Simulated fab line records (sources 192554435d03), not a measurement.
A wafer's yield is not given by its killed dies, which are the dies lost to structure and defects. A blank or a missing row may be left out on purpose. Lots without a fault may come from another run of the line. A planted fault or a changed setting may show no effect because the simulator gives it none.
fab line records + flow n5Finfet
record:
- lots: 11
- wafers: 28
- lastDay: 17
route steps=1938 shown BEOL_M10@1502 PASSIVATION@1936
lots that met no fault: from a run of the same line without faults
startH: hours from the record's first day to the start of the lot's first wafer shown + waitH: hours since the lot's step before + " same as the row above + L1.1+2: several wafers, shown together as one row + - either no value or no given start + * or withheld: withheld + < > ~ a bound
route shown NAME@n: a module of which the file shows steps, and the number in the route of the first + usual: mean and standard deviation over wafers with no fault + same: alike in all rows + chamber/n: place in a boat + sites: the reading at each site + _std_site: the standard deviation of these + _edge_site: outer sites' mean less inner sites' + radiusMm: for every site, how far away it sits from the centre of the wafer + mask NAME#n: copy n + behind: tool/chamber where the wafer was last shaped + hold: why the lot was held/for how many hours/how that ended + device: transistor that didn't switch, given as n, p or np + end of line: the same wafers' tests at the end of the route + step lacking rows: just its recipe + killed: count of dies lost to structure and defects at first sort (not the wafer's yield) + map: dies across one wafer; x = killed, . = not, _ = none there
set.NAME: the run value of the setting; set.NAME@STEP: its run value at that earlier step + model.NAME: the simulator's own value behind a step, which no gauge read
the route's steps for a sample of lots (tables are steps, rows are wafers)
services: the hour from which a tool's chamber was out of use, counted from the record's first day as startH (under 0 if before that day), plus the number of hours and why
== steps ==
step: N5_BEOL_M10_CD_MEAS_28
recipe:
- targetCdNm: 70
- landingEnergyEv: 500
- detector: seInlens
- polarity: opening
usual:
- cdNm: 69.9/1.2
| lot.wafer | tool     | chamber | startH | waitH | cdNm |
|-----------|----------|---------|--------|-------|------|
| L589.4    | cdSem-02 | 0       | 208.98 | -     | 70.3 |
| L589.6    | "        | 0       | "      | "     | 72.9 |
| L590.2    | cdSem-02 | 0       | 229.63 | -     | 71.0 |
| L590.5    | "        | 0       | "      | "     | 70.8 |
| L593.2    | cdSem-03 | 0       | 235.07 | -     | 72.0 |
| L593.3    | "        | 0       | "      | "     | 71.5 |
| L593.6    | "        | 0       | "      | "     | 71.3 |
| L595.2    | cdSem-02 | 0       | 245.10 | -     | 68.1 |
| L595.5    | "        | 0       | "      | "     | 69.9 |
| L595.6    | "        | 0       | "      | "     | 68.9 |
| L601.3    | cdSem-01 | 0       | 298.24 | -     | 70.1 |
| L601.6    | "        | 0       | "      | "     | 68.9 |
| L602.5    | cdSem-01 | 0       | 314.54 | -     | 68.4 |
| L602.6    | "        | 0       | "      | "     | 69.5 |
| L603.3    | cdSem-02 | 0       | 314.70 | -     | 70.1 |
| L603.4    | "        | 0       | "      | "     | 66.7 |
| L603.6    | "        | 0       | "      | "     | 69.1 |
| L605.1    | cdSem-03 | 0       | 314.87 | -     | 69.1 |
| L605.2    | "        | 0       | "      | "     | 68.6 |
| L605.6    | "        | 0       | "      | "     | 68.6 |
| L608.2    | cdSem-03 | 0       | 322.40 | -     | 71.0 |
| L608.3    | "        | 0       | "      | "     | 70.9 |
| L608.5    | "        | 0       | "      | "     | 70.0 |
| L609.4    | cdSem-02 | 0       | 350.38 | -     | 69.9 |
| L609.5    | "        | 0       | "      | "     | 69.8 |
| L609.6    | "        | 0       | "      | "     | 68.7 |
| L611.2    | cdSem-01 | 0       | 366.55 | -     | 69.9 |
| L611.5    | "        | 0       | "      | "     | 70.0 |
step: N5_BEOL_M10_DESCUM_33
recipe:
- chemistry: O2
- timeS: 7.9
- sourcePowerW: 50
- biasPowerW: 20
- pressureMtorr: 20
- rfFrequencyHz: 2.712e+07
- tempC: 40
- resist: CAR-ArF
- o2FlowSccm: 225
usual:
- drypumpMotorCurrentA: 5.6/0.44
- oesProductAu: 0.81/0.08
- rfVppV: 242.9/1.1
- showerheadPlenumPTorr: 2.09/0.055
- tempC: 40.02/0.11
- throttleValvePct: 20.57/0.2
same:
- timeS: 7.9
| lot.wafer | tool       | chamber | startH | waitH | drypumpMotorCurrentA | oesProductAu | rfHoursCounterH | rfVppV | showerheadPlenumPTorr | tempC | throttleValvePct |
|-----------|------------|---------|--------|-------|----------------------|--------------|-----------------|--------|-----------------------|-------|------------------|
| L589.4    | rieDiel-04 | 1       | 209.08 | 0.0   | 5.3                  | 0.84         | -               | 243.0  | 2.01                  | 40.07 | 20.42            |
| L589.6    | "          | 0       | "      | "     | 4.8                  | 0.83         | -               | 243.5  | 2.14                  | 40.05 | 20.53            |
| L590.2    | rieDiel-04 | 1       | 229.79 | 0.1   | 5.3                  | 0.82         | 65              | 242.3  | 2.01                  | 39.99 | 20.44            |
| L590.5    | "          | 0       | "      | "     | 4.8                  | 0.81         | -               | 244.5  | 2.14                  | 39.99 | 20.54            |
| L593.2    | rieDiel-05 | 2       | 235.15 | 0.0   | 5.3                  | 0.73         | 133             | 242.8  | 2.14                  | 39.78 | 20.74            |
| L593.3    | "          | 3       | "      | "     | 5.8                  | 0.69         | 196             | 242.1  | 2.10                  | 40.08 | 20.93            |
| L593.6    | "          | 0       | "      | "     | 6.0                  | 0.71         | -               | 241.8  | 1.99                  | 40.01 | 20.57            |
| L595.2    | rieDiel-05 | 3       | 245.82 | 0.7   | 5.8                  | 0.70         | 201             | 243.6  | 2.09                  | 40.07 | 20.92            |
| L595.5    | "          | 1       | "      | "     | 5.3                  | 0.88         | -               | 243.4  | 2.14                  | 39.95 | 20.70            |
| L595.6    | "          | 0       | "      | "     | 6.0                  | 0.71         | -               | 240.9  | 1.99                  | 40.23 | 20.58            |
| L601.3    | rieDiel-05 | 1       | 298.33 | 0.0   | 5.3                  | 0.85         | 58              | 243.5  | 2.14                  | 40.07 | 20.75            |
| L601.6    | "          | 1       | "      | "     | 5.3                  | 0.85         | -               | 244.3  | 2.13                  | 39.96 | 20.74            |
| L602.5    | rieDiel-03 | 1       | 314.64 | 0.0   | 6.3                  | 0.78         | -               | 244.0  | 2.12                  | 39.93 | 20.68            |
| L602.6    | "          | 0       | "      | "     | 5.8                  | 0.87         | -               | 242.2  | 2.04                  | 39.97 | 20.25            |
| L603.3    | rieDiel-04 | 1       | 314.79 | 0.0   | 5.3                  | 0.79         | 96              | 242.5  | 2.00                  | 39.90 | 20.48            |
| L603.4    | "          | 3       | "      | "     | 6.3                  | 0.90         | 22              | 243.1  | 2.15                  | 39.95 | 20.31            |
| L603.6    | "          | 0       | "      | "     | 4.9                  | 0.79         | -               | 242.3  | 2.12                  | 40.02 | 20.56            |
| L605.1    | rieDiel-05 | 0       | 314.98 | 0.1   | 6.0                  | 0.68         | 233             | 241.5  | 1.98                  | 40.15 | 20.62            |
| L605.2    | "          | 3       | "      | "     | 5.8                  | 0.67         | 221             | 243.1  | 2.09                  | 40.09 | 20.96            |
| L605.6    | "          | 3       | "      | "     | 5.8                  | 0.68         | -               | 243.6  | 2.09                  | 39.99 | 20.97            |
| L608.2    | rieDiel-05 | 0       | 322.49 | 0.0   | 6.0                  | 0.68         | 235             | 240.7  | 1.98                  | 39.98 | 20.62            |
| L608.3    | "          | 3       | "      | "     | 5.8                  | 0.68         | 224             | 244.2  | 2.09                  | 40.06 | 20.97            |
| L608.5    | "          | 0       | "      | "     | 6.0                  | 0.68         | -               | 241.1  | 1.98                  | 40.00 | 20.62            |
| L609.4    | rieDiel-05 | 1       | 350.49 | 0.0   | 5.3                  | 0.83         | -               | 244.5  | 2.13                  | 39.94 | 20.76            |
| L609.5    | "          | 0       | "      | "     | 6.0                  | 0.67         | -               | 241.2  | 1.98                  | 40.01 | 20.64            |
| L609.6    | "          | 3       | "      | "     | 5.8                  | 0.67         | -               | 243.2  | 2.08                  | 40.14 | 20.99            |
| L611.2    | rieDiel-03 | 3       | 366.63 | 0.0   | 5.5                  | 0.81         | 88              | 243.6  | 2.11                  | 40.10 | 20.50            |
| L611.5    | "          | 0       | "      | "     | 5.8                  | 0.86         | -               | 243.3  | 2.04                  | 39.93 | 20.28            |
step: N5_BEOL_M10_TRENCH_ETCH_37
recipe:
- chemistry: C4F6/O2
- targetDepthA: 1488.3
- target: SiCOH_lowk
- timeS: 48
- ionEnergyEv: 250
- pressureMtorr: 30
- sourceW: 345
- biasW: 185
- Ar_flow_sccm: 300
- C4F6_flow_sccm: 10
- O2_flow_sccm: 10
usual:
- biasW: 185.0/0.57
- drypumpMotorCurrentA: 5.6/0.44
- oesProductAu: 0.81/0.084
- rfVppV: 665/18
- showerheadPlenumPTorr: 2.83/0.064
- throttleValvePct: 20.97/0.19
same:
- timeS: 48
| lot.wafer | tool       | chamber | startH | waitH | biasW | drypumpMotorCurrentA | oesProductAu | rfHoursCounterH | rfVppV | showerheadPlenumPTorr | throttleValvePct |
|-----------|------------|---------|--------|-------|-------|----------------------|--------------|-----------------|--------|-----------------------|------------------|
| L589.4    | rieDiel-04 | 1       | 209.40 | -     | 184.5 | 5.3                  | 0.85         | -               | 676    | 2.79                  | 21.19            |
| L589.6    | "          | 0       | "      | "     | 185.6 | 4.8                  | 0.83         | -               | 677    | 2.88                  | 20.86            |
| L590.2    | rieDiel-04 | 1       | 230.10 | -     | 185.9 | 5.3                  | 0.83         | 65              | 675    | 2.79                  | 21.20            |
| L590.5    | "          | 0       | "      | "     | 185.3 | 4.8                  | 0.82         | -               | 676    | 2.88                  | 20.87            |
| L593.2    | rieDiel-05 | 2       | 235.47 | -     | 184.7 | 5.3                  | 0.73         | 133             | 655    | 2.84                  | 20.85            |
| L593.3    | "          | 3       | "      | "     | 184.7 | 5.8                  | 0.69         | 196             | 655    | 2.82                  | 21.30            |
| L593.6    | "          | 0       | "      | "     | 184.3 | 6.0                  | 0.69         | -               | 646    | 2.69                  | 20.91            |
| L595.2    | rieDiel-05 | 3       | 246.13 | -     | 184.6 | 5.8                  | 0.69         | 201             | 655    | 2.82                  | 21.28            |
| L595.5    | "          | 1       | "      | "     | 184.9 | 5.3                  | 0.88         | -               | 637    | 2.91                  | 21.17            |
| L595.6    | "          | 0       | "      | "     | 184.6 | 6.0                  | 0.68         | -               | 646    | 2.69                  | 20.91            |
| L601.3    | rieDiel-05 | 1       | 298.64 | -     | 186.1 | 5.3                  | 0.86         | 58              | 638    | 2.90                  | 21.20            |
| L601.6    | "          | 1       | "      | "     | 185.5 | 5.3                  | 0.86         | -               | 637    | 2.90                  | 21.20            |
| L602.5    | rieDiel-03 | 1       | 314.95 | -     | 185.7 | 6.3                  | 0.78         | -               | 697    | 2.84                  | 20.97            |
| L602.6    | "          | 0       | "      | "     | 184.7 | 5.8                  | 0.86         | -               | 641    | 2.79                  | 20.80            |
| L603.3    | rieDiel-04 | 1       | 315.10 | -     | 184.5 | 5.3                  | 0.80         | 96              | 676    | 2.77                  | 21.25            |
| L603.4    | "          | 3       | "      | "     | 184.7 | 6.3                  | 0.92         | 22              | 681    | 2.89                  | 20.63            |
| L603.6    | "          | 0       | "      | "     | 185.2 | 4.8                  | 0.80         | -               | 676    | 2.86                  | 20.91            |
| L605.1    | rieDiel-05 | 0       | 315.29 | -     | 185.5 | 6.0                  | 0.66         | 233             | 644    | 2.68                  | 20.94            |
| L605.2    | "          | 3       | "      | "     | 185.9 | 5.8                  | 0.68         | 221             | 655    | 2.81                  | 21.31            |
| L605.6    | "          | 3       | "      | "     | 185.7 | 5.9                  | 0.68         | -               | 653    | 2.81                  | 21.32            |
| L608.2    | rieDiel-05 | 0       | 322.80 | -     | 78.3  | 6.0                  | 0.58         | 236             | 326    | 2.68                  | 20.90            |
| L608.3    | "          | 3       | "      | "     | 185.2 | 5.8                  | 0.68         | 224             | 655    | 2.81                  | 21.32            |
| L608.5    | "          | 0       | "      | "     | 78.0  | 6.0                  | 0.58         | -               | 326    | 2.68                  | 20.91            |
| L609.4    | rieDiel-05 | 1       | 350.80 | -     | 184.5 | 5.3                  | 0.83         | -               | 637    | 2.90                  | 21.23            |
| L609.5    | "          | 0       | "      | "     | 78.1  | 6.0                  | 0.57         | -               | 326    | 2.67                  | 20.92            |
| L609.6    | "          | 3       | "      | "     | 184.0 | 5.8                  | 0.67         | -               | 654    | 2.81                  | 21.34            |
| L611.2    | rieDiel-03 | 3       | 366.94 | -     | 184.6 | 5.4                  | 0.84         | 88              | 673    | 2.88                  | 21.07            |
| L611.5    | "          | 0       | "      | "     | 186.2 | 5.8                  | 0.84         | -               | 640    | 2.78                  | 20.84            |
step: N5_BEOL_M10_OCD_MEAS_38
usual:
- trenchDepthNm: 149/4.1
| lot.wafer | tool   | chamber | startH | waitH | trenchDepthNm |
|-----------|--------|---------|--------|-------|---------------|
| L589.4    | ocd-02 | -       | 209.56 | -     | 152           |
| L589.6    | "      | -       | "      | "     | 152           |
| L590.2    | ocd-02 | -       | 230.28 | -     | 150           |
| L590.5    | "      | -       | "      | "     | 150           |
| L593.2    | ocd-01 | -       | 235.65 | -     | 141           |
| L593.3    | "      | -       | "      | "     | 145           |
| L593.6    | "      | -       | "      | "     | 145           |
| L595.2    | ocd-02 | -       | 246.32 | -     | 144           |
| L595.5    | "      | -       | "      | "     | 149           |
| L595.6    | "      | -       | "      | "     | 144           |
| L601.3    | ocd-01 | -       | 298.82 | -     | 150           |
| L601.6    | "      | -       | "      | "     | 151           |
| L602.5    | ocd-02 | -       | 315.12 | -     | 150           |
| L602.6    | "      | -       | "      | "     | 145           |
| L603.3    | ocd-01 | -       | 315.28 | -     | 151           |
| L603.4    | "      | -       | "      | "     | 152           |
| L603.6    | "      | -       | "      | "     | 153           |
| L605.1    | ocd-01 | -       | 315.47 | -     | 142           |
| L605.2    | "      | -       | "      | "     | 144           |
| L605.6    | "      | -       | "      | "     | 145           |
| L608.2    | ocd-01 | -       | 322.98 | -     | 114           |
| L608.3    | "      | -       | "      | "     | 146           |
| L608.5    | "      | -       | "      | "     | 114           |
| L609.4    | ocd-02 | -       | 350.97 | -     | 151           |
| L609.5    | "      | -       | "      | "     | 113           |
| L609.6    | "      | -       | "      | "     | 145           |
| L611.2    | ocd-02 | -       | 367.13 | -     | 157           |
| L611.5    | "      | -       | "      | "     | 148           |
step: N5_BEOL_M10_ALD_74
recipe:
- material: TaN
- targetThkA: 20
- tempC: 275
- aldPrecursorFamily: PDMAT
- aldCoReactant: NH3
- pressureTorr: 3
- carrierFlowSccm: 1500
- pulseTimeS: 2
- purgeTimeS: 3
- coReactantPurgeTimeS: 2
- coReactantPulseTimeS: 3
- aldCycles: 40
- precursorVesselTempC: 75
- precursorVesselPressureTorr: 26.25
- precursorVesselCarrierSccm: 1000
usual:
- heaterPowerW: 412/26
same:
- aldCycles: 40
| lot.wafer | tool        | chamber | startH | waitH | heaterPowerW |
|-----------|-------------|---------|--------|-------|--------------|
| L589.4    | aldMetal-02 | 1       | 210.19 | 0.0   | 403          |
| L589.6    | "           | 0       | "      | "     | 460          |
| L590.2    | aldMetal-01 | 3       | 230.91 | 0.0   | 403          |
| L590.5    | "           | 2       | "      | "     | 403          |
| L593.2    | aldMetal-01 | 2       | 236.48 | 0.0   | 425          |
| L593.3    | "           | 0       | "      | "     | 402          |
| L593.6    | "           | 1       | "      | "     | 413          |
| L595.2    | aldMetal-01 | 3       | 247.77 | 0.3   | 408          |
| L595.5    | "           | 0       | "      | "     | 389          |
| L595.6    | "           | 1       | "      | "     | 403          |
| L601.3    | aldMetal-04 | 0       | 299.47 | 0.0   | 422          |
| L601.6    | "           | 3       | "      | "     | 433          |
| L603.3    | aldMetal-02 | 1       | 316.05 | 0.0   | 407          |
| L603.4    | "           | 3       | "      | "     | 411          |
| L603.6    | "           | 1       | "      | "     | 402          |
| L602.5    | aldMetal-04 | 3       | 316.23 | 0.2   | 440          |
| L602.6    | "           | 0       | "      | "     | 433          |
| L605.1    | aldMetal-02 | 0       | 317.03 | 0.0   | 477          |
| L605.2    | "           | 2       | "      | "     | 445          |
| L605.6    | "           | 0       | "      | "     | 456          |
| L608.2    | aldMetal-01 | 3       | 323.60 | 0.0   | 407          |
| L608.3    | "           | 0       | "      | "     | 386          |
| L608.5    | "           | 3       | "      | "     | 401          |
| L609.4    | aldMetal-01 | 3       | 351.70 | 0.0   | 397          |
| L609.5    | "           | 1       | "      | "     | 409          |
| L609.6    | "           | 0       | "      | "     | 378          |
| L611.2    | aldMetal-02 | 1       | 368.30 | 0.1   | 383          |
| L611.5    | "           | 2       | "      | "     | 426          |
step: N5_BEOL_M10_THK_MEAS_53
recipe:
- thkMeasGauge: xrf
- reads: Cu_of_BEOL_M10_ECD_50
usual:
- M10_THK: 144/4.7
| lot.wafer | tool         | chamber | startH | waitH | M10_THK[nm] |
|-----------|--------------|---------|--------|-------|-------------|
| L589.4    | filmMetro-02 | -       | 211.84 | -     | 148         |
| L589.6    | "            | -       | "      | "     | 148         |
| L590.2    | filmMetro-02 | -       | 232.25 | -     | 145         |
| L590.5    | "            | -       | "      | "     | 145         |
| L593.2    | filmMetro-01 | -       | 239.76 | -     | 137         |
| L593.3    | "            | -       | "      | "     | 138         |
| L593.6    | "            | -       | "      | "     | 137         |
| L595.2    | filmMetro-02 | -       | 249.96 | -     | 142         |
| L595.5    | "            | -       | "      | "     | 147         |
| L595.6    | "            | -       | "      | "     | 142         |
| L601.3    | filmMetro-01 | -       | 300.80 | -     | 143         |
| L601.6    | "            | -       | "      | "     | 145         |
| L603.3    | filmMetro-02 | -       | 317.59 | -     | 145         |
| L603.4    | "            | -       | "      | "     | 149         |
| L603.6    | "            | -       | "      | "     | 146         |
| L602.5    | filmMetro-02 | -       | 317.87 | -     | 146         |
| L602.6    | "            | -       | "      | "     | 141         |
| L605.1    | filmMetro-01 | -       | 319.12 | -     | 136         |
| L605.2    | "            | -       | "      | "     | 138         |
| L605.6    | "            | -       | "      | "     | 137         |
| L608.2    | filmMetro-01 | -       | 326.95 | -     | 107         |
| L608.3    | "            | -       | "      | "     | 141         |
| L608.5    | "            | -       | "      | "     | 111         |
| L609.4    | filmMetro-02 | -       | 353.74 | -     | 143         |
| L609.5    | "            | -       | "      | "     | 103         |
| L609.6    | "            | -       | "      | "     | 137         |
| L611.2    | filmMetro-01 | -       | 369.77 | -     | 151         |
| L611.5    | "            | -       | "      | "     | 143         |
step: N5_BEOL_M10_RS_MEAS_57
recipe:
- thkMeasGauge: four-point-probe
- reads: Cu_of_BEOL_M10_ECD_50+Co_of_BEOL_M10_CVD_75+TaN_of_BEOL_M10_ALD_74
usual:
- M10_RS: 0.149/0.0051
| lot.wafer | tool         | chamber | startH | waitH | M10_RS[ohm/sq] |
|-----------|--------------|---------|--------|-------|----------------|
| L589.4    | filmMetro-01 | -       | 211.98 | 0.0   | 0.146          |
| L589.6    | "            | -       | "      | "     | 0.146          |
| L590.2    | filmMetro-01 | -       | 232.38 | 0.1   | 0.150          |
| L590.5    | "            | -       | "      | "     | 0.150          |
| L593.2    | filmMetro-01 | -       | 239.90 | 0.1   | 0.157          |
| L593.3    | "            | -       | "      | "     | 0.156          |
| L593.6    | "            | -       | "      | "     | 0.158          |
| L595.2    | filmMetro-02 | -       | 250.10 | 0.1   | 0.154          |
| L595.5    | "            | -       | "      | "     | 0.146          |
| L595.6    | "            | -       | "      | "     | 0.153          |
| L601.3    | filmMetro-01 | -       | 300.94 | 0.1   | 0.151          |
| L601.6    | "            | -       | "      | "     | 0.149          |
| L603.3    | filmMetro-02 | -       | 317.72 | 0.1   | 0.149          |
| L603.4    | "            | -       | "      | "     | 0.144          |
| L603.6    | "            | -       | "      | "     | 0.148          |
| L602.5    | filmMetro-02 | -       | 318.01 | 0.0   | 0.149          |
| L602.6    | "            | -       | "      | "     | 0.154          |
| L605.1    | filmMetro-01 | -       | 319.26 | 0.1   | 0.158          |
| L605.2    | "            | -       | "      | "     | 0.156          |
| L605.6    | "            | -       | "      | "     | 0.158          |
| L608.2    | filmMetro-02 | -       | 327.09 | 0.1   | 0.206          |
| L608.3    | "            | -       | "      | "     | 0.152          |
| L608.5    | "            | -       | "      | "     | 0.198          |
| L609.4    | filmMetro-02 | -       | 353.88 | 0.0   | 0.150          |
| L609.5    | "            | -       | "      | "     | 0.217          |
| L609.6    | "            | -       | "      | "     | 0.157          |
| L611.2    | filmMetro-02 | -       | 369.91 | 0.1   | 0.141          |
| L611.5    | "            | -       | "      | "     | 0.151          |
step: N5_PASSIVATION_PROBE_49
usual:
- defectLimitedYield: 91.3/1.5
- killed_at_M0_to_M3: 33/12
- killed_at_M4_up: 15/5.2
- killedAtContacts: 12/5.1
- killedAtFrontEnd: 39/11
- killedAtOther: 5/3.6
- killedDies: 103/18
- killedOpen: 67/13
- killedShort: 33/7.8
- sort_bin_5_function: 5.1/0.96
- sort_bin_6_memory: 3.2/0.71
- sort_bin_8_speed: 0.01/0.063
- sortNPass: 1077/18
- sortYieldPct: 91.3/1.5
same:
- grossDies: 1180
- killedAtBackSide: 0
- sort_bin_4_leakage[%]: 0
| lot.wafer | tool      | chamber | startH | waitH | defectLimitedYield[%] | killed_at_M0_to_M3 | killed_at_M4_up | killedAtContacts | killedAtFrontEnd | killedAtOther | killedDies | killedOpen | killedShort | sort_bin_5_function[%] | sort_bin_6_memory[%] | sort_bin_8_speed[%] | sortNPass | sortYieldPct[%] |
|-----------|-----------|---------|--------|-------|-----------------------|--------------------|-----------------|------------------|------------------|---------------|------------|------------|-------------|------------------------|----------------------|---------------------|-----------|-----------------|
| L608.2    | prober-02 | -       | 379.38 | 0.1   | 89.8                  | 41                 | 22              | 15               | 40               | 2             | 120        | 70         | 35          | 5.3                    | 3.7                  | 0.08                | 1060      | 89.8            |
| L608.5    | prober-02 | -       | 379.53 | 0.2   | 90.8                  | 21                 | 21              | 15               | 49               | 3             | 109        | 70         | 29          | 5.2                    | 3.1                  | 0                   | 1071      | 90.8            |
| L609.4    | prober-02 | -       | 397.60 | 0.2   | 91.2                  | 18                 | 19              | 10               | 55               | 2             | 104        | 49         | 36          | 4.4                    | 3.0                  | 0                   | 1076      | 91.2            |
| L609.5    | prober-02 | -       | 397.65 | 0.2   | 90.6                  | 37                 | 17              | 5                | 49               | 3             | 111        | 71         | 35          | 5.8                    | 3.1                  | 0.08                | 1069      | 90.6            |
killed by level:class
L608.2 GATE_CUT:geometricParticle:short=9 MOL_CONTACT_COAG:geometricParticle:open=9 BEOL_M1:geometricParticle:open=9 BEOL_M0_SAQP:geometricParticle:open=7 BEOL_M3:geometricParticle:open=7 HKMG_FIN:areaEtch=7 BEOL_M0_SAQP:geometricParticle:short=6 BEOL_M2:geometricParticle:open=6
L608.5 MOL_CONTACT_COAG:geometricParticle:open=12 FIN_SAQP:geometricParticle:open=9 GATE_CUT:geometricParticle:short=9 HKMG_FIN:areaEtch=9 BEOL_M4:geometricParticle:open=7 DUMMY_GATE:geometricParticle:open=5 BEOL_M1:geometricParticle:open=5 BEOL_M0_SAQP:geometricParticle:open=4
L609.4 HKMG_FIN:areaEtch=13 FIN_SAQP:geometricParticle:short=10 BEOL_M4:geometricParticle:open=8 DUMMY_GATE:geometricParticle:open=7 MOL_CONTACT_COAG:geometricParticle:open=6 GATE_CUT:geometricParticle:short=5 BEOL_M2:geometricParticle:open=5 FIN_SAQP:geometricParticle:open=4
L609.5 GATE_CUT:geometricParticle:short=11 STI_FIN_REVEAL:geometricParticle:open=10 FIN_SAQP:geometricParticle:short=8 BEOL_M0_SAQP:geometricParticle:open=8 BEOL_M3:geometricParticle:open=8 BEOL_M0_SAQP:geometricParticle:short=7 BEOL_M2:geometricParticle:open=7 DUMMY_GATE:geometricParticle:open=6
== services ==
| tool        | chamber | startH | hours | kind                         |
|-------------|---------|--------|-------|------------------------------|
| rieDiel-04  | 2       | 205.62 | 6.8   | repair                       |
| rieDiel-04  | 3       | 229.79 | -     | clean                        |
| rieDiel-04  | 3       | 229.79 | -     | consumableReplace:focusRing  |
| rieDiel-04  | 3       | 229.79 | 18.8  | scheduledDown                |
| aldMetal-02 | -       | 230.35 | 14.6  | pm                           |
| aldMetal-02 | -       | 247.86 | 6.0   | pm                           |
| aldMetal-04 | 0       | 251.33 | 5.2   | repair                       |
| aldMetal-02 | -       | 254.19 | 0.4   | repair                       |
| rieDiel-05  | 3       | 257.16 | 2.8   | repair                       |
| aldMetal-02 | -       | 271.66 | 0.2   | repair                       |
| rieDiel-04  | 2       | 277.62 | 3.7   | repair                       |
| aldMetal-01 | -       | 295.16 | 8.7   | pm                           |
| rieDiel-05  | -       | 312.87 | 0.5   | repair                       |
| rieDiel-05  | -       | 314.04 | 0.3   | repair                       |
| rieDiel-03  | 3       | 328.53 | 19.9  | repair                       |
| aldMetal-02 | -       | 337.32 | 14.0  | pm                           |
| rieDiel-05  | 1       | 338.88 | 7.3   | repair                       |
| rieDiel-05  | 2       | 346.91 | 6.7   | repair                       |
| aldMetal-02 | -       | 352.09 | 0.4   | repair                       |
| rieDiel-05  | 0       | 355.48 | -     | clean                        |
| rieDiel-05  | 0       | 355.48 | -     | consumableReplace:focusRing  |
| rieDiel-05  | 0       | 355.48 | -     | consumableReplace:showerhead |
| rieDiel-05  | 0       | 355.48 | 24.1  | scheduledDown                |
| rieDiel-05  | 0       | 355.48 | 24.1  | ventCycle                    |
== key ==
firstSign:
- step: N5_BEOL_M10_TRENCH_ETCH_37
- reading: biasW
- direction: down
- sigmas: 99+
- usual: *
- struck: *
effect:
- step: N5_BEOL_M10_TRENCH_ETCH_37
- reading: rfVppV
- direction: down
- sigmas: 19
- usual: 665
- struck: 326
effect:
- step: N5_BEOL_M10_OCD_MEAS_38
- reading: trenchDepthNm
- direction: down
- sigmas: 8.7
- usual: 149
- struck: 113
effect:
- step: N5_BEOL_M10_THK_MEAS_53
- reading: M10_THK
- direction: down
- sigmas: 7.9
- usual: 144
- struck: 107
effect:
- step: N5_BEOL_M10_RS_MEAS_57
- reading: M10_RS
- direction: up
- sigmas: 11
- usual: 0.149
- struck: 0.207
metAt N5_BEOL_M10_TRENCH_ETCH_37
struckLots L608,L609
struckWafers L608.2,L608.5,L609.5
baselineLoss:
- step: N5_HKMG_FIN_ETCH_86
- wafers: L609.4
notActingAt N5_BEOL_M10_CD_MEAS_28,N5_BEOL_M10_DESCUM_33,N5_BEOL_M10_ALD_74
onsetBetween 315.29 322.80
fault:
- kind: processParameterDrift
- tool: rieDiel-05
- chamber: 0
- onsetH: 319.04
- steps: N5_BEOL_M10_TRENCH_ETCH_37
- channel: biasW
- offset: *
- shape: step
- endH: 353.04
- actsIn: *
- stated: *
baselineLoss: these wafers lose ten dies or more at that step, a loss of the line's own and not of a fault; the sort's usual values leave them out
